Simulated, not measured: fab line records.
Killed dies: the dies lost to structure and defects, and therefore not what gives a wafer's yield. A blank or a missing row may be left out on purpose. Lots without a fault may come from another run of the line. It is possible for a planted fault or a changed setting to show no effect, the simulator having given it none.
Matching of chambers + flow n5Finfet + N5_DUMMY_GATE_STRIP_41 on rieDiel-06 has 4 sister chambers
The step strips in O2. 4 wafers are shown with their chamber, then 12 later ones without.

== WAFERS WITH THEIR CHAMBER ==
| wafer  | chamber | showerheadPlenumPTorr (Torr) |
|--------|---------|------------------------------|
| L082.6 | 0       | 2.18                         |
| L083.6 | 1       | 2.16                         |
| L085.3 | 2       | 2.02                         |
| L085.6 | 3       | 2.15                         |

== WAFERS WITH NO CHAMBER GIVEN ==
| wafer  | showerheadPlenumPTorr (Torr) |
|--------|------------------------------|
| L086.2 | 2.16                         |
| L086.3 | 2.17                         |
| L086.6 | 2.15                         |
| L088.3 | 2.17                         |
| L088.5 | 2.16                         |
| L088.6 | 2.02                         |
| L091.1 | 2.14                         |
| L091.3 | 2.16                         |
| L091.4 | 2.01                         |
| L095.1 | 2.17                         |
| L095.4 | 2.16                         |
| L095.6 | 2.14                         |

== CHAMBER TAKEN BY EACH ==
| wafer  | from the rows above          | in truth |
|--------|------------------------------|----------|
| L086.2 | can't be placed: 1 or 3      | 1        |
| L086.3 | can't be placed: 1 or 0 or 3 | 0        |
| L086.6 | can't be placed: 3 or 1      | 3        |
| L088.3 | can't be placed: 1 or 0 or 3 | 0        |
| L088.5 | can't be placed: 1 or 3      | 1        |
| L088.6 | 2                            | 2        |
| L091.1 | can't be placed: 3 or 1      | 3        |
| L091.3 | can't be placed: 1 or 3      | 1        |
| L091.4 | 2                            | 2        |
| L095.1 | can't be placed: 1 or 0 or 3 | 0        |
| L095.4 | can't be placed: 1 or 3      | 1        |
| L095.6 | can't be placed: 3 or 1      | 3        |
Correctly placed: 2 of 12. These rows do not allow placing 10 (true chamber among the candidates in 10). 0 placed wrongly.
How it was worked out, from the rows above alone: a wafer's distance from a chamber is the root of the sum, over the readings, of the square of ((its reading less the chamber's mean) divided by the reading's scatter). If the next closest chamber is less than 2 further off than the closest, the wafer can't be placed; otherwise it belongs to the closest. The mean given for a chamber averages the wafers shown for that chamber. The scatter (one wafer shown for each chamber): square how far every hidden wafer sits from the nearest shown wafer, average those squares and take the square root.
